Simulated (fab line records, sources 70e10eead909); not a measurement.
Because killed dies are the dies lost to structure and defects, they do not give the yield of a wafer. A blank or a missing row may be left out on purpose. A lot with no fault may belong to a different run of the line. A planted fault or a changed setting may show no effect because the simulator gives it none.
Chamber matching | flow nand-harc | 4 sister chambers for NHARC_A_CHANNEL_HOLE_D1_ETCH_44 on rie-diel-04
The step etches the open film in CF4/O2, target depth 140 nm, overetch 14 nm, time 77 s. 4 wafers are shown with their chamber, then 7 later ones without.

WAFERS WITH THEIR CHAMBER
wafer  | chamber | rf-vpp-V (V)
L251.6 | 0       | 197.6
L256.6 | 3       | 195.5
L263.2 | 1       | 198.1
L263.3 | 2       | 196.9

WAFERS WITHOUT THEIR CHAMBER
wafer  | rf-vpp-V (V)
L263.4 | 197.9
L266.2 | 197.2
L266.4 | 198.4
L266.5 | 198.2
L270.3 | 197.5
L270.4 | 196.4
L270.5 | 197.4

CHAMBER TAKEN BY EACH
wafer  | from the rows above          | in truth
L263.4 | can't be placed: 1 or 0      | 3
L266.2 | can't be placed: 2 or 0      | 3
L266.4 | can't be placed: 1 or 0      | 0
L266.5 | can't be placed: 1 or 0      | 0
L270.3 | can't be placed: 0 or 1 or 2 | 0
L270.4 | can't be placed: 2 or 3      | 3
L270.5 | can't be placed: 0 or 2 or 1 | 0
Placed correctly: 0 of 7. Can't be placed from these rows: 7 (the true chamber is among the candidates in 5). Placed wrongly: 0.
How it was worked out, from the rows above alone: a wafer's distance from a chamber is the root of the sum, over the readings, of the square of ((its reading less the chamber's mean) divided by the reading's scatter). The wafer belongs to the nearest chamber; if the next one is less than 2 further off, it can't be placed. The mean given for a chamber averages the wafers shown for that chamber. The scatter (one wafer shown for each chamber): square how far every hidden wafer sits from the nearest shown wafer, average those squares and take the square root.
